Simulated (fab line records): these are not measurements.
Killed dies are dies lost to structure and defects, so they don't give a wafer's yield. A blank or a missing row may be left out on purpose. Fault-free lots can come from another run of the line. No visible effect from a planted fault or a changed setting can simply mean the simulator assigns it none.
Which tool was responsible?    flow nand-harc    Sampling: 13 lots, 39 wafers, 5 of 1302 route steps

WHAT THE GAUGES READ, wafer by wafer
NHARC_END_SORT_01. Usual: killed-at-array 64, standard deviation 18; killed-at-other 0.8, standard deviation 1.1; killed-at-periphery 3.8, standard deviation 2.7; killed-dies 68, standard deviation 18; killed-open 3.3, standard deviation 1.9; killed-short 2.3, standard deviation 1.8.
lot   measured      on         killed-at-array  killed-at-other  killed-at-periphery  killed-dies  killed-open  killed-short  flag
L654  day 28 15:25  prober-01  159 134 160      0 0 1            6 4 6                165 138 167  4 2 7        3 2 0         OFF
L656  day 29 14:11  prober-02  123 109 127      1 1 0            3 6 3                127 116 130  4 4 3        6 2 3         OFF

WHAT TOOL EACH LOT RAN ON (gives the tool, then ch and the chambers of the sampled wafers, and finally the start)
lot   NHARC_A_CONTACT_ETCH_124              NHARC_THIN_TSV_DEP_43            NHARC_THIN_TSV_DESCUM_14            NHARC_THIN_TSV_ETCH_59
L645  har-cap-etch-03 ch 0,1, day 22 16:10  pecvd-04 ch 0,2, day 24 10:11    rie-diel-12 ch 1,2,3, day 24 11:12  rie-metal-03 ch 0,1, day 24 17:14
L646  har-cap-etch-01 ch 0,1, day 22 18:49  pecvd-02 ch 1,2, day 24 12:31    rie-diel-04 ch 1,2, day 24 13:31    rie-metal-02 ch 0,1, day 24 19:32
L649  har-cap-etch-02 ch 0,1, day 24 02:23  pecvd-01 ch 0,1, day 25 23:44    rie-diel-12 ch 1,2,3, day 26 00:37  rie-metal-03 ch 0,1, day 26 06:40
L650  har-cap-etch-01 ch 0,1, day 24 05:01  pecvd-01 ch 0,1,2, day 26 01:08  rie-diel-04 ch 0,2,3, day 26 02:07  rie-metal-01 ch 0,1, day 26 08:11
L651  har-cap-etch-03 ch 0,1, day 25 04:37  pecvd-01 ch 1,2, day 27 01:04    rie-diel-04 ch 1,3, day 27 02:02    rie-metal-03 ch 0,1, day 27 08:01
L652  har-cap-etch-03 ch 0,1, day 25 22:56  pecvd-02 ch 0,2, day 27 17:23    rie-diel-09 ch 0,3, day 27 18:23    rie-metal-02 ch 0,1, day 28 00:28
L654  har-cap-etch-03 ch 0,1, day 26 04:19  pecvd-02 ch 0,2, day 28 00:07    rie-diel-09 ch 0,1,2, day 28 00:56  rie-metal-03 ch 0,1, day 28 07:05
L656  har-cap-etch-03 ch 0,1, day 27 05:02  pecvd-01 ch 0,1,2, day 28 20:55  rie-diel-04 ch 0,1,3, day 28 21:55  rie-metal-01 ch 0, day 29 03:49
L663  har-cap-etch-01 ch 0,1, day 29 22:35  pecvd-02 ch 0,1,2, day 31 14:22  rie-diel-04 ch 0,1,3, day 31 15:08  rie-metal-02 ch 0,1, day 31 21:02
L665  har-cap-etch-03 ch 0,1, day 30 12:52  pecvd-02 ch 0,1, day 32 10:43    rie-diel-12 ch 1,2,3, day 32 11:39  rie-metal-01 ch 0, day 32 17:41
L667  har-cap-etch-01 ch 0,1, day 31 01:56  pecvd-02 ch 0,2, day 32 20:05    rie-diel-04 ch 0,1,2, day 32 20:59  rie-metal-02 ch 1, day 33 03:09
L666  har-cap-etch-03 ch 0, day 31 04:22    pecvd-02 ch 1,2, day 32 21:53    rie-diel-12 ch 0,1,3, day 32 22:45  rie-metal-01 ch 0,1, day 33 04:50
L668  har-cap-etch-03 ch 0,1, day 32 05:17  pecvd-02 ch 0,1,2, day 33 20:42  rie-diel-12 ch 0,1,2, day 33 21:43  rie-metal-03 ch 0,1, day 34 03:46
- NHARC_A_CONTACT_ETCH_124: etches the open film in C4F8/O2/Ar, time 140 s, target depth 700 nm.
- NHARC_THIN_TSV_DEP_43: deposits SiO2, target thk 1328.5 nm.
- NHARC_THIN_TSV_DESCUM_14: chemistry O2, time 3 s.
- NHARC_THIN_TSV_ETCH_59: etches the open film in Cl2/BCl3, target depth 880 nm, time 138.1 s.

AS READ BY THE TOOLS THEMSELVES (means over the sampled wafers that have a number; for cases with no such wafer, the mark the record gives instead)
NHARC_THIN_TSV_DEP_43. Usual: throttle-valve-pct at 16.2 %, with a standard deviation of 0.84.
lot   tool      throttle-valve-pct (%)  flag
L645  pecvd-04  16.0                    
L646  pecvd-02  17.3                    
L649  pecvd-01  15.6                    
L650  pecvd-01  15.8                    
L651  pecvd-01  16.3                    
L652  pecvd-02  16.0                    
L654  pecvd-02  16.6                    
L656  pecvd-01  16.2                    
L663  pecvd-02  16.7                    
L665  pecvd-02  16.3                    
L667  pecvd-02  16.2                    
L666  pecvd-02  16.9                    
L668  pecvd-02  16.2                    

NHARC_THIN_TSV_DESCUM_14. Usual: drypump-motor-current-A 5.7 A, standard deviation 0.59; oes-product-au 1.003 a.u., standard deviation 0.011; rf-vpp-V 57.6 V, standard deviation 0.85; showerhead-plenum-p-Torr 1.91 Torr, standard deviation 0.068; throttle-valve-pct 11.312 %, standard deviation 0.0096.
lot   tool         drypump-motor-current-A (A)  oes-product-au (a.u.)  rf-vpp-V (V)  showerhead-plenum-p-Torr (Torr)  throttle-valve-pct (%)  flag
L645  rie-diel-12  6.3                          1.003                  57.9          1.89                             11.319                  
L646  rie-diel-04  5.7                          0.999                  56.8          1.83                             11.321                  
L649  rie-diel-12  6.3                          0.994                  57.7          1.89                             11.307                  
L650  rie-diel-04  5.7                          0.997                  57.3          1.88                             11.314                  
L651  rie-diel-04  5.2                          0.991                  57.4          1.94                             11.309                  
L652  rie-diel-09  5.4                          0.998                  58.0          1.89                             11.321                  
L654  rie-diel-09  5.8                          0.987                  57.9          1.97                             11.308                  
L656  rie-diel-04  5.3                          1.006                  57.7          1.90                             11.306                  
L663  rie-diel-04  5.3                          1.005                  56.3          1.90                             11.306                  
L665  rie-diel-12  6.2                          1.012                  58.1          1.88                             11.310                  
L667  rie-diel-04  5.8                          1.010                  58.1          1.84                             11.311                  
L666  rie-diel-12  5.9                          1.012                  57.2          1.93                             11.310                  
L668  rie-diel-12  5.8                          1.014                  57.8          1.90                             11.314                  

NHARC_THIN_TSV_ETCH_59. Usual: drypump-motor-current-A 5.7 A, standard deviation 0.37; mfc-cl2-sccm 59.99 sccm, standard deviation 0.18; oes-product-au 1.003 a.u., standard deviation 0.0099; throttle-valve-pct 22.264 %, standard deviation 0.0087.
lot   tool          drypump-motor-current-A (A)  mfc-cl2-sccm (sccm)  oes-product-au (a.u.)  throttle-valve-pct (%)  flag
L645  rie-metal-03  5.4                          59.99                1.007                  22.254                  
L646  rie-metal-02  5.7                          60.06                1.003                  22.259                  
L649  rie-metal-03  5.8                          59.93                1.001                  22.260                  
L650  rie-metal-01  5.9                          59.85                1.000                  22.267                  
L651  rie-metal-03  5.4                          59.93                0.997                  22.264                  
L652  rie-metal-02  5.8                          59.95                1.005                  22.273                  
L654  rie-metal-03  5.8                          59.83                1.005                  22.265                  
L656  rie-metal-01  5.7                          59.97                0.992                  22.262                  
L663  rie-metal-02  5.8                          59.99                1.008                  22.265                  
L665  rie-metal-01  5.7                          59.96                1.001                  22.266                  
L667  rie-metal-02  5.7                          59.97                0.998                  22.270                  
L666  rie-metal-01  5.9                          59.91                1.006                  22.266                  
L668  rie-metal-03  5.4                          59.91                1.004                  22.266                  

THE ANSWER, worked out from the rows above alone
Rule: a lot is off if the mean of its wafers that have a number lies more than 3 standard deviations from the usual mean. A lot without any number at a reading at which 4 lots or more have one is off too. All remaining lots with rows at the step are treated as sound. After the gauges, taken in route order, come the tools' own readings; for these a lot's mean is taken, as printed above. The first step at which some lot is off is used, and at that step the reading that is off furthest; a lot without a number counts as furthest.
Off: L654, L656 (NHARC_END_SORT_01, killed-dies). Neither off nor sound, because the step has no rows for them: L645, L646, L649, L650, L651, L652, L663, L665, L667, L666, L668.
A tool fits if, at a process step before that reading, it ran every lot that is off, and no sound lot after the first of them. Those tools and the gauges at NHARC_END_SORT_01 are tried in the same way. One fits: har-cap-etch-03 at NHARC_A_CONTACT_ETCH_124. It ran no sound lot before its first lot that is off in this sample, so the start can't be narrowed down.

WHAT THE SIMULATOR HAD INSERTED
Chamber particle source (har-cap-etch-03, NHARC_A_CONTACT_ETCH_124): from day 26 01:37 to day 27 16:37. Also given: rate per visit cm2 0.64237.
Struck lots among those shown: L654, L656. This agrees with what the rule above found.
